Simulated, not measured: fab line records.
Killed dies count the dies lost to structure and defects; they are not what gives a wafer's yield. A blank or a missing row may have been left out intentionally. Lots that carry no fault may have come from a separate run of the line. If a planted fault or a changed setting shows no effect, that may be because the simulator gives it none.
Struck lot and sound lot, side by side :: flow nand harc :: 43 out of 1159 route steps
Sound: wafers L298.1, L298.5, L298.6. The struck wafers were L304.1, L304.3, L304.6. The cause is named last.
Each step with rows lists, per side, the tool, then ch with its chambers, then its first start. Under that, the readings that differ: sound wafers :: struck wafers :: difference of the means :: sigmas: that difference in standard deviations of wafers without a fault.
alike: same words and numbers on both sides, and readings whose means sit less than 2 such deviations apart. not compared: any withheld reading, any reading some wafer has no value for, any bound like >300 that may hide the same value, and any number with overlapping values for which the record gives no deviation.
A row with sigmas, a row that says differs or no value, or rows on one side alone: a step with any of these is where the two part. Numbers that have no deviation but don't overlap get no sigmas and don't part them. A reading that every wafer of one side lacks parts them only if that side has two wafers or more.

NHARC_P_STI_OCD_MEAS_43:
  sound on ocd-01 at day 4 19:13; struck on ocd-01 at day 6 07:23
  alike: trench depth nm, trench foot cd nm
then, 3 steps without rows for these wafers: NHARC_P_STI_OXIDE_33 (material SiO2, target thk 10 nm, ox time 281 s); NHARC_P_STI_HDPCVD_20 (deposits SiO2); NHARC_P_STI_ANNEAL_34 (time 1800 s).
NHARC_P_STI_CMP_21: polishes, t overpolish 20 s, target thk 380.67 nm.
  sound on cmp-01 ch 0,1, day 5 15:35; struck on cmp-01 ch 0,1,3, day 6 21:38
  alike: motor current A, overpolish run s
then, 6 steps without rows for these wafers: NHARC_P_STI_SRD_35; NHARC_P_STI_ETCH_36 (etches SiO2 in dHF, target depth 38.8 nm); NHARC_P_STI_STRIP_24 (strips Si3N4 in H3PO4); NHARC_P_STI_ETCH_37 (etches SiO2 in dHF, target depth 11 nm); NHARC_P_STI_PRECLEAN_38 (cleans in SC1); NHARC_P_STI_SRD_39.
NHARC_P_STI_OXIDE_40: material SiO2, target thk 10 nm, ox time 1362 s.
  sound on furnace-03 ch 0, day 5 19:56; struck on furnace-06 ch 0, day 7 02:08
reading: spike tc bottom C (C)
sound: 923.6 922.4 921.9
struck: 914.6 917.7 914.8
difference: -6.9
sigmas: -2
  alike: zone power bottom pct, zone power lower pct
NHARC_P_STI_INSPECT_25:
  sound on defect inspect-02 at day 6 00:05; struck on defect inspect-01 at day 7 06:11
reading: raw defect count
sound: 222 178 219
struck: 976 1020 1034
difference: +804
sigmas: +11
then, 12 steps without rows for these wafers: NHARC_P_GATE_ETCH_69 (etches SiO2 in dHF, target depth 14 nm); NHARC_P_GATE_PRECLEAN_70 (cleans in SC1); NHARC_P_GATE_SRD_01; NHARC_P_GATE_OXIDE_02 (material SiO2, target thk 37.5 nm, ox time 365 s); NHARC_P_GATE_DEHYDRATE_03 (time 120 s); NHARC_P_GATE_HMDS_04 (time 30 s); NHARC_P_GATE_COAT_05; NHARC_P_GATE_SOFTBAKE_06 (time 95 s); NHARC_P_GATE_EBR_07; NHARC_P_GATE_EXPOSE_08 (exposes mask P HV); NHARC_P_GATE_PEB_09 (peb time 85 s); NHARC_P_GATE_DEVELOP_10 (time 70 s).
NHARC_P_GATE_CD_MEAS_11: target cd 1640 nm.
  sound on cd sem-02 ch 0, day 6 08:07; struck on cd sem-03 ch 0, day 7 16:34
  alike: cd nm
then, 1 step without rows for these wafers: NHARC_P_GATE_HARDBAKE_12 (time 80 s).
NHARC_P_GATE_DESCUM_13: chemistry O2, time 3 s.
  sound on rie diel-02 ch 0,1,3, day 6 08:18; struck on rie diel-01 ch 0,2,3, day 7 16:43
reading: oes product au (a.u.)
sound: 1.014 1.010 1.022
struck: 1.001 0.999 0.982
difference: -0.021
sigmas: -2
  alike: drypump motor current A, rf vpp V, showerhead plenum p Torr, throttle valve pct
  not compared: rf hours counter h
then, 6 steps without rows for these wafers: NHARC_P_GATE_ETCH_14 (etches SiO2 in dHF, target depth 48.8 nm); NHARC_P_GATE_STRIP_15 (strips in SPM, time 780 s); NHARC_P_GATE_PRECLEAN_71 (cleans in SC1); NHARC_P_GATE_SRD_72; NHARC_P_GATE_OXIDE_16 (material SiO2, target thk 3 nm, ox time 392 s); NHARC_P_GATE_CVD_17 (deposits poly-Si, target thk 150 nm, time 900 s).
NHARC_P_GATE_HM_DEP_102: deposits aC, target thk 120 nm.
  sound on acl dep-03 ch 0, day 6 20:38; struck on acl dep-01 ch 0, day 8 08:52
  alike: throttle valve pct
NHARC_P_GATE_DEP_103: deposits SiON, target thk 30 nm.
  sound on pecvd-01 ch 0,1,2, day 6 21:20; struck on pecvd-02 ch 1,2, day 8 09:32
  alike: heater power w
then, 5 steps without rows for these wafers: NHARC_P_GATE_DEHYDRATE_18 (time 120 s); NHARC_P_GATE_HMDS_19 (time 30 s); NHARC_P_GATE_COAT_20 (resist thk 90 nm); NHARC_P_GATE_SOFTBAKE_21 (time 55 s); NHARC_P_GATE_EBR_22.
NHARC_P_GATE_INSPECT_28:
  sound on defect inspect-01 at day 6 21:59; struck on defect inspect-01 at day 8 10:13
reading: raw defect count
sound: 3 2 3
struck: 802 818 823
difference: +812
sigmas: +99 or more
-- break in the record here, with 14 days between the starts of the struck wafers on either side (left off in module P_GATE, picked up again in module END, where the first step shown is number 1159 on the route) --
NHARC_END_SORT_01:
  sound on prober-02 ch 0, day 21 09:13; struck on prober-02 ch 0, day 22 17:39
reading: killed at periphery
sound: 2 2 4
struck: 453 467 463
difference: +458
sigmas: +99 or more

reading: killed dies
sound: 23 23 24
struck: 471 499 480
difference: +460
sigmas: +38

reading: killed short
sound: 1 1 1
struck: 3 8 2
difference: +3
sigmas: +2
  alike: killed at array, killed at other, killed open

WHERE THEY PART
At NHARC_P_STI_OXIDE_40 first; at NHARC_END_SORT_01 last (within this record only).

WHY: whatever the simulator had introduced
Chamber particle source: furnace-06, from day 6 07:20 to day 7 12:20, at NHARC_P_STI_OXIDE_40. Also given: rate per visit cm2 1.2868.
